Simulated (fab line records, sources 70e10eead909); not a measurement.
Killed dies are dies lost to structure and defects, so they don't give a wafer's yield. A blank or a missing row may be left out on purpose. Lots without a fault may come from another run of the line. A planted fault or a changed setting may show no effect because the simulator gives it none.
Which tool did it? | flow nand_harc | 12 lots, 36 wafers sampled, at 5 steps of a route of 1159

WHAT THE GAUGES READ, wafer by wafer
NHARC_P_CONTACT_INSPECT_27. Usual: raw_defect_count 277, standard deviation 89.
lot  | measured     | on                | raw_defect_count | flag
L535 | day 5 20:52  | defect_inspect-01 | 290 242 213      |
L537 | day 6 00:42  | defect_inspect-01 | 215 300 184      |
L536 | day 6 10:08  | defect_inspect-02 | 132 218 199      |
L539 | day 6 14:06  | defect_inspect-01 | 277 251 237      |
L542 | day 7 16:54  | defect_inspect-01 | 290 268 237      |
L544 | day 7 21:34  | defect_inspect-02 | 189 183 257      |
L543 | day 7 22:08  | defect_inspect-02 | 430 266 331      |
L546 | day 9 01:52  | defect_inspect-02 | 160 377 324      |
L552 | day 10 06:46 | defect_inspect-02 | 269 209 277      |
L553 | day 10 08:59 | defect_inspect-02 | 257 240 211      |
L556 | day 11 00:29 | defect_inspect-01 | 356 201 292      |
L558 | day 11 06:35 | defect_inspect-01 | 337 331 306      |

NHARC_END_SORT_01. Usual: defect_limited_yield 95.4 %, standard deviation 1.4; killed_at_array 27, standard deviation 9.3; killed_at_other 0.9, standard deviation 1.3; killed_at_periphery 3.6, standard deviation 2.7; killed_dies 31, standard deviation 9.7; killed_open 3.3, standard deviation 1.8; killed_short 2.0, standard deviation 1.5; sort_bin_2_pct 1.4 %, standard deviation 0.63; sort_bin_3_pct 0.25 %, standard deviation 0.21; sort_bin_4_pct 2.9 %, standard deviation 0.93; sort_n_pass 646, standard deviation 9.7; sort_rim_yield_pct 95 %, standard deviation 3.1; sort_yield_pct 95.4 %, standard deviation 1.4.
lot  | measured     | on        | defect_limited_yield (%) | killed_at_array | killed_at_other | killed_at_periphery | killed_dies | killed_open | killed_short | sort_bin_2_pct (%) | sort_bin_3_pct (%) | sort_bin_4_pct (%) | sort_n_pass | sort_rim_yield_pct (%) | sort_yield_pct (%) | flag
L535 | day 20 07:49 | prober-02 | 95.6 95.0 95.1           | 25 28 28        | 0 1 0           | 5 5 5               | 30 34 33    | 7 2 2       | 2 3 2        | 1.0 1.3 1.8        | 0.30 0.30 0        | 3.1 3.4 3.1        | 647 643 644 | 92 95 98               | 95.6 95.0 95.1     |
L537 | day 19 22:28 | prober-01 | 96.2 97.3 95.9           | 23 17 26        | 0 0 1           | 3 1 1               | 26 18 28    | 4 1 6       | 3 4 2        | 1.2 0.3 0.9        | 0 0.30 0.15        | 2.7 2.1 3.1        | 651 659 649 | 94 97 92               | 96.2 97.3 95.9     |
L536 | day 20 06:17 | prober-01 | 93.9 94.2 94.5           | 34 27 28        | 1 2 0           | 6 10 9              | 41 39 37    | 1 1 1       | 2 0 1        | 2.4 1.5 1.2        | 0.30 0.74 0.59     | 3.4 3.5 3.7        | 636 638 640 | 90 92 92               | 93.9 94.2 94.5     |
L539 | day 19 14:44 | prober-01 | 94.8 97.3 96.5           | 29 12 15        | 1 1 3           | 5 5 6               | 35 18 24    | 4 1 2       | 0 2 2        | 1.3 0.7 1.5        | 0 0 0.15           | 3.8 1.9 1.9        | 642 659 653 | 93 100 94              | 94.8 97.3 96.5     |
L542 | day 21 15:35 | prober-02 | 95.0 93.9 97.0           | 27 39 17        | 0 0 1           | 7 2 2               | 34 41 20    | 6 3 3       | 2 5 1        | 1.6 1.8 1.2        | 0.15 0.15 0.15     | 3.2 4.1 1.6        | 643 636 657 | 92 92 97               | 95.0 93.9 97.0     |
L544 | day 21 00:43 | prober-01 | 94.4 90.7 94.1           | 30 59 31        | 4 0 0           | 4 4 9               | 38 63 40    | 4 5 2       | 2 6 4        | 1.2 3.8 1.6        | 0 0.59 0.59        | 4.4 4.9 3.7        | 639 614 637 | 89 89 91               | 94.4 90.7 94.1     |
L543 | day 21 07:55 | prober-02 | 96.3 97.2 95.9           | 21 18 25        | 0 0 1           | 4 1 2               | 25 19 28    | 5 2 4       | 0 4 2        | 1.3 0.6 1.8        | 0.30 0.15 0.15     | 2.1 2.1 2.2        | 652 658 649 | 97 97 95               | 96.3 97.2 95.9     |
L546 | day 22 00:53 | prober-01 | 93.5 93.1 93.1           | 42 45 42        | 1 2 1           | 1 0 4               | 44 47 47    | 2 1 2       | 1 1 1        | 1.9 2.4 2.4        | 0.44 0.15 0        | 4.1 4.4 4.6        | 633 630 630 | 90 90 89               | 93.5 93.1 93.1     |
L552 | day 23 12:58 | prober-01 | 97.0 94.5 96.0           | 19 30 24        | 1 3 2           | 0 4 1               | 20 37 27    | 1 4 2       | 1 4 0        | 1.2 2.1 1.9        | 0 0.15 0           | 1.8 3.2 2.1        | 657 640 650 | 95 92 93               | 97.0 94.5 96.0     |
L553 | day 23 15:26 | prober-02 | 96.2 95.6 95.7           | 25 28 27        | 0 0 0           | 1 2 2               | 26 30 29    | 5 4 1       | 3 2 1        | 0.6 0.9 1.3        | 0.15 0.44 0.59     | 3.1 3.1 2.4        | 651 647 648 | 90 94 100              | 96.2 95.6 95.7     |
L556 | day 24 15:28 | prober-01 | 95.4 95.4 94.2           | 31 28 30        | 0 1 1           | 0 2 8               | 31 31 39    | 3 1 5       | 0 1 4        | 1.5 1.9 1.2        | 0.15 0.59 0.44     | 3.0 2.1 4.1        | 646 646 638 | 90 94 90               | 95.4 95.4 94.2     |
L558 | day 24 11:26 | prober-02 | 94.1 93.1 94.7           | 35 40 31        | 0 0 1           | 5 7 4               | 40 47 36    | 2 2 7       | 0 8 1        | 1.2 2.8 1.3        | 0.59 0.30 0.15     | 4.1 3.8 3.8        | 637 630 641 | 92 94 94               | 94.1 93.1 94.7     |

WHICH TOOL RAN EACH LOT (tool, then ch and the chambers of the sampled wafers, then the start)
lot  | NHARC_P_M1_SOFTBAKE_04            | NHARC_P_M1_ETCH_15                           | NHARC_P_M1_STRIP_18
L535 | litho_track-04 ch 0, day 6 01:00  | rie_diel-08 ch 1,2,3, day 6 02:25 or earlier | rie_diel-12 ch 0,3, day 6 02:25
L537 | litho_track-01 ch 0, day 6 05:00  | rie_diel-12 ch 0,2,3, day 6 06:26 or earlier | rie_diel-12 ch 1,2,3, day 6 06:26
L536 | litho_track-01 ch 0, day 6 15:00  | rie_diel-08 ch 0,1,2, day 6 16:02 or earlier | rie_diel-10 ch 0,2,3, day 6 16:02
L539 | litho_track-06 ch 0, day 6 18:00  | rie_diel-08 ch 0,2,3, day 6 19:40 or earlier | rie_diel-10 ch 0,1,2, day 6 19:40
L542 | litho_track-01 ch 0, day 7 21:00  | rie_diel-12 ch 0,1,2, day 7 22:39 or earlier | rie_diel-12 ch 1,2,3, day 7 22:39
L544 | litho_track-01 ch 0, day 8 02:00  | rie_diel-12 ch 0,1,2, day 8 03:02 or earlier | rie_diel-08 ch 0,2, day 8 03:02
L543 | litho_track-04 ch 0, day 8 02:00  | rie_diel-12 ch 1,2,3, day 8 03:42 or earlier | rie_diel-08 ch 1,2, day 8 03:42
L546 | litho_track-01 ch 0, day 9 06:00  | rie_diel-10 ch 0,1,3, day 9 07:28 or earlier | rie_diel-08 ch 0,1,2, day 9 07:28
L552 | litho_track-01 ch 0, day 10 11:00 | rie_diel-10 ch 2,3, day 10 12:20 or earlier  | rie_diel-12 ch 0,1,3, day 10 12:20
L553 | litho_track-01 ch 0, day 10 13:00 | rie_diel-08 ch 1,2, day 10 14:40 or earlier  | rie_diel-12 ch 0,1,3, day 10 14:40
L556 | litho_track-06 ch 0, day 11 05:00 | rie_diel-12 ch 0,1, day 11 06:17 or earlier  | rie_diel-12 ch 0,1,2, day 11 06:17
L558 | litho_track-04 ch 0, day 11 11:00 | rie_diel-10 ch 1,3, day 11 12:14 or earlier  | rie_diel-12 ch 1,3, day 11 12:14
- NHARC_P_M1_SOFTBAKE_04: time 55 s.
- NHARC_P_M1_ETCH_15: etches the open film in C4F8/Ar, target depth 182.5 nm, time 91.2 s.
- NHARC_P_M1_STRIP_18: strips in N2/H2.

WHAT THE TOOLS THEMSELVES READ (means of the sampled wafers that have a number; where no wafer has one, the mark that the record gives instead)
NHARC_P_M1_SOFTBAKE_04. Usual: heater_power_total_W 188.43 W, standard deviation 0.13.
lot  | tool           | heater_power_total_W (W) | flag
L535 | litho_track-04 | 188.44                   |
L537 | litho_track-01 | 188.29                   |
L536 | litho_track-01 | 188.54                   |
L539 | litho_track-06 | 188.43                   |
L542 | litho_track-01 | 188.36                   |
L544 | litho_track-01 | 188.45                   |
L543 | litho_track-04 | 188.41                   |
L546 | litho_track-01 | 188.52                   |
L552 | litho_track-01 | 166.77                   | OFF
L553 | litho_track-01 | 166.66                   | OFF
L556 | litho_track-06 | 188.63                   |
L558 | litho_track-04 | 188.50                   |

NHARC_P_M1_ETCH_15. Usual: oes_product_au 0.959 a.u., standard deviation 0.016; rf_vpp_V 441.4 V, standard deviation 2.5.
lot  | tool        | oes_product_au (a.u.) | rf_vpp_V (V) | flag
L535 | rie_diel-08 | 0.967                 | 440.8        |
L537 | rie_diel-12 | 0.936                 | 442.7        |
L536 | rie_diel-08 | 0.954                 | 442.0        |
L539 | rie_diel-08 | 0.966                 | 442.8        |
L542 | rie_diel-12 | 0.969                 | 443.0        |
L544 | rie_diel-12 | 0.966                 | 441.9        |
L543 | rie_diel-12 | 0.971                 | 442.4        |
L546 | rie_diel-10 | 0.970                 | 440.1        |
L552 | rie_diel-10 | 0.953                 | 439.2        |
L553 | rie_diel-08 | 0.962                 | 441.2        |
L556 | rie_diel-12 | 0.971                 | 441.5        |
L558 | rie_diel-10 | 0.965                 | 441.9        |

NHARC_P_M1_STRIP_18. Usual: drypump_motor_current_A 5.6 A, standard deviation 0.53; oes_product_au 0.996 a.u., standard deviation 0.0094; rf_vpp_V 90.8 V, standard deviation 0.95; showerhead_plenum_p_Torr 2.08 Torr, standard deviation 0.082; throttle_valve_pct 14.171 %, standard deviation 0.0094.
lot  | tool        | drypump_motor_current_A (A) | oes_product_au (a.u.) | rf_vpp_V (V) | showerhead_plenum_p_Torr (Torr) | throttle_valve_pct (%) | flag
L535 | rie_diel-12 | 6.2                         | 0.997                 | 91.3         | 2.19                            | 14.174                 |
L537 | rie_diel-12 | 5.3                         | 0.995                 | 90.5         | 2.08                            | 14.169                 |
L536 | rie_diel-10 | 5.4                         | 0.991                 | 90.0         | 1.96                            | 14.167                 |
L539 | rie_diel-10 | 5.7                         | 1.004                 | 90.2         | 2.03                            | 14.173                 |
L542 | rie_diel-12 | 5.3                         | 1.007                 | 91.5         | 2.08                            | 14.168                 |
L544 | rie_diel-08 | 6.0                         | 1.003                 | 91.1         | 2.15                            | 14.175                 |
L543 | rie_diel-08 | 5.4                         | 0.994                 | 90.0         | 2.04                            | 14.173                 |
L546 | rie_diel-08 | 5.7                         | 0.991                 | 91.3         | 2.09                            | 14.167                 |
L552 | rie_diel-12 | 5.9                         | 0.992                 | 91.3         | 2.13                            | 14.175                 |
L553 | rie_diel-12 | 5.9                         | 0.992                 | 91.6         | 2.13                            | 14.166                 |
L556 | rie_diel-12 | 5.8                         | 0.990                 | 90.9         | 2.10                            | 14.165                 |
L558 | rie_diel-12 | 5.3                         | 0.994                 | 90.6         | 2.12                            | 14.163                 |

THE ANSWER, worked out from the rows above alone
Rule: a lot is off if the mean of its wafers that have a number lies more than 3 standard deviations from the usual mean. A lot without any number at a reading at which 4 lots or more have one is off too. The other lots that the step has rows for count as sound. The gauges are gone through in route order, then the tools' own readings, and for those a lot's mean is taken as printed above. The first step at which some lot is off is used, and at that step the reading that is off furthest; a lot without a number counts as furthest.
Off: L552, L553, at NHARC_P_M1_SOFTBAKE_04 (heater_power_total_W).
A tool fits if, at that step or a process step before it, it ran every lot that is off, and no sound lot after the first of them. One fits: litho_track-01 at NHARC_P_M1_SOFTBAKE_04. Its last sound lot is L546 (day 9 06:00), its first lot that is off L552 (day 10 11:00): a fault that began between those two fits.
The tool's own readings at NHARC_P_M1_SOFTBAKE_04 bear it out: on the lots that are off they differ by more than 5 times the standard deviation of the sound lots' means. heater_power_total_W reads 166.72 W there against 188.46 W on the sound lots.

WHAT THE SIMULATOR HAD PUT IN
Process parameter drift: litho_track-01, from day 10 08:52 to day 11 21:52, at NHARC_P_M1_SOFTBAKE_04. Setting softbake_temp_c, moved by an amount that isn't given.
Lots struck among those shown: L552, L553. The rule above found the same.
